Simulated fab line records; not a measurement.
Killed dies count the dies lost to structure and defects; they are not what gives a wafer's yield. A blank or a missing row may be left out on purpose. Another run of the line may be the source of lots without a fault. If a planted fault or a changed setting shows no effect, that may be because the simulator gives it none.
Which tool did it? + flow n5-finfet + Sampling: 11 lots, 33 wafers, 5 of 1938 route steps

## WHAT THE GAUGES READ, wafer by wafer
N5_SPACER0_INSPECT_04: inspects for defects (darkfield).
| lot  | measured    | on                | raw-defect-count |
|------|-------------|-------------------|------------------|
| L075 | day 3 08:03 | defect-inspect-01 | 143 122 185      |
| L077 | day 3 20:20 | defect-inspect-01 | 131 125 94       |
| L079 | day 4 06:22 | defect-inspect-02 | 122 144 176      |
| L081 | day 4 19:08 | defect-inspect-01 | 154 88 133       |
| L083 | day 5 07:54 | defect-inspect-02 | 131 115 134      |
| L085 | day 5 19:34 | defect-inspect-01 | 92 80 105        |
| L087 | day 6 07:35 | defect-inspect-01 | 154 69 144       |
| L089 | day 6 17:56 | defect-inspect-01 | 158 137 94       |
| L091 | day 7 07:04 | defect-inspect-02 | 176 192 108      |
| L093 | day 7 19:00 | defect-inspect-02 | 150 176 128      |
| L096 | day 8 11:47 | defect-inspect-01 | 133 167 114      |

## WHAT TOOL EACH LOT RAN ON (gives the tool, then ch and the chambers of the sampled wafers, and finally the start)
| lot  | N5_FIN_CUT_DESCUM_13              | N5_STI_FIN_REVEAL_STRIP_24        | N5_DUMMY_GATE_ETCH_32           | N5_DUMMY_GATE_ETCH_23           |
|------|-----------------------------------|-----------------------------------|---------------------------------|---------------------------------|
| L075 | rie-diel-02 ch 0,1,3, day 2 10:10 | rie-diel-05 ch 0,1,2, day 2 16:47 | rie-si-01 ch 0,1,3, day 3 06:53 | rie-si-01 ch 0,1,3, day 3 06:55 |
| L077 | rie-diel-02 ch 0,1,2, day 2 20:26 | rie-diel-03 ch 0,1, day 3 04:35   | rie-si-01 ch 0,3, day 3 19:14   | rie-si-01 ch 0,3, day 3 19:17   |
| L079 | rie-diel-02 ch 0,1,3, day 3 08:43 | rie-diel-05 ch 0,1,3, day 3 15:24 | rie-si-03 ch 0,1, day 4 04:08   | rie-si-03 ch 0,1, day 4 04:10   |
| L081 | rie-diel-04 ch 0,2, day 3 20:49   | rie-diel-05 ch 0,1,3, day 4 04:02 | rie-si-03 ch 0,2,3, day 4 16:28 | rie-si-03 ch 0,2,3, day 4 16:30 |
| L083 | rie-diel-04 ch 1,2, day 4 11:26   | rie-diel-01 ch 0,1, day 4 18:17   | rie-si-01 ch 1,3, day 5 06:49   | rie-si-01 ch 1,3, day 5 06:51   |
| L085 | rie-diel-04 ch 0,1,2, day 4 21:53 | rie-diel-01 ch 0,2,3, day 5 06:12 | rie-si-05 ch 1,2, day 5 18:29   | rie-si-05 ch 1,2, day 5 18:31   |
| L087 | rie-diel-04 ch 0,3, day 5 10:20   | rie-diel-01 ch 0,2,3, day 5 17:50 | rie-si-05 ch 0,1, day 6 06:20   | rie-si-05 ch 0,1, day 6 06:22   |
| L089 | rie-diel-04 ch 2,3, day 5 21:12   | rie-diel-03 ch 0,3, day 6 03:55   | rie-si-01 ch 0,2,3, day 6 16:44 | rie-si-01 ch 0,2,3, day 6 16:46 |
| L091 | rie-diel-02 ch 0,3, day 6 09:56   | rie-diel-01 ch 0,3, day 6 17:26   | rie-si-03 ch 1,3, day 7 05:48   | rie-si-03 ch 1,3, day 7 05:50   |
| L093 | rie-diel-02 ch 1,2,3, day 6 22:36 | rie-diel-05 ch 0,1,3, day 7 05:20 | rie-si-05 ch 0,1,2, day 7 17:55 | rie-si-05 ch 0,1,2, day 7 17:56 |
| L096 | rie-diel-06 ch 1,2,3, day 7 14:42 | rie-diel-03 ch 0,1,3, day 7 21:21 | rie-si-01 ch 0,1,2, day 8 09:47 | rie-si-01 ch 0,1,2, day 8 09:49 |
- N5_FIN_CUT_DESCUM_13: chemistry O2, time 7 s.
- N5_STI_FIN_REVEAL_STRIP_24: strips in N2/H2, time 90 s.
- N5_DUMMY_GATE_ETCH_32: etches SiO2 in CF4, target depth 3.5 nm, time 3.9 s.
- N5_DUMMY_GATE_ETCH_23: etches poly-Si in HBr/Cl2/O2, target depth 41 nm, time 22.3 s.

## THE ANSWER, worked out from the rows above alone
Rule: usual is defined by the lots themselves. The widest of any qualifying gaps counts: lots, ordered by their means at a reading, are off when they make up no more than a third of the lots, leave a main group of 4 or more, and stand apart from it by 3 or more times the standard deviation of that group's means. The tables above print the reading to a certain number of digits; a main group whose means all agree to those digits is not used. A lot without any number at a reading at which 4 lots or more have one is off too. All remaining lots with rows at the step are treated as sound.
Nothing can be told from this: no lot is off at any reading shown.

## WHAT WAS PUT IN BY THE SIMULATOR
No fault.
